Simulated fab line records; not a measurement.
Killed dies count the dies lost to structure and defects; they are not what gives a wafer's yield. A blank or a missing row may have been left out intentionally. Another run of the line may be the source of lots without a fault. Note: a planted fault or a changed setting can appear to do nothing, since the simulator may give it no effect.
One fault seen from 2 desks	flow nand-harc	each desk has only its own numbers; what lay behind them comes last

AT THE METROLOGY DESK
What the gauges read for every lot (on any tool): the sampled wafers with a number, averaged. The brackets show how far a lot's mean lies from the usual mean; more than 4 standard deviations puts the lot out of limits, marked OUT.
Columns: A = thk-nm at NHARC_A_DECK1_JOINT_THK_MEAS_17, usual 44.7 nm
lot	first seen here	A
L151	day 12 15:13	45.3
L152	day 12 20:46	43.6
L155	day 13 19:46	44.7
L154	day 13 19:47	44.9
L156	day 14 12:41	44.7
L158	day 15 06:22	44.5
L159	day 15 11:55	44.3
L160	day 16 03:51	44.4
L168	day 19 15:06	50.7 (+5.0) OUT
L171	day 20 11:28	50.1 (+4.5) OUT
L172	day 22 00:59	45.0
L174	day 22 12:48	46.8
Finding of this desk: L168, L171 out of limits; the first was L168 at day 19 15:06, on thk-nm at NHARC_A_DECK1_JOINT_THK_MEAS_17. Within limits: L151, L152, L155, L154, L156, L158, L159, L160, L172, L174.

TOOL OWNER'S DESK, pecvd-03
The tool's own readings at NHARC_A_DECK1_JOINT_DEP_16 (deposits SiO2, target thk 45 nm): means of the sampled wafers that have a number, for each lot that ran on this tool. The brackets show how far a lot's mean lies from the usual mean; more than 4 standard deviations puts the lot out of limits, marked OUT.
Columns: A = heater-power-outer-w at NHARC_A_DECK1_JOINT_DEP_16, usual 321 W; B = heater-power-w at NHARC_A_DECK1_JOINT_DEP_16, usual 607 W; C = showerhead-vpp-V at NHARC_A_DECK1_JOINT_DEP_16, usual 1848 V; D = susceptor-temp-C at NHARC_A_DECK1_JOINT_DEP_16, usual 400.01 C; E = throttle-valve-pct at NHARC_A_DECK1_JOINT_DEP_16, usual 16.1 %
lot	first seen here	A	B	C	D	E
L154	day 13 19:35	302	561	1902	400.09	16.0
L158	day 15 06:05	297	540	1885	400.07	16.4
L168	day 19 14:53	322	589	1863	399.86	15.9
L171	day 20 11:13	360	616	1868	400.02	16.0
This desk found nothing out of limits on any of the 4 lots.

BROUGHT TOGETHER
The metrology desk could have raised an alarm at day 19 15:06, on L168, L171.
The desk of the tool owner found nothing out of limits.
Tool owner's desk: L168, L171 on record, inside its limits.
NHARC_A_DECK1_JOINT_DEP_16 was run on pecvd-03 by each of the lots named.

WHAT THE SIMULATOR HAD PUT IN
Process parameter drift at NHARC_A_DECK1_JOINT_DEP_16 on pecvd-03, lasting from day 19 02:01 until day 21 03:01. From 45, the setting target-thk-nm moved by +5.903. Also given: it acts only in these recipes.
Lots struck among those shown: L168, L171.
Time in hours between the start of the fault and the first out-of-limits reading at each desk: metrology desk, 13.
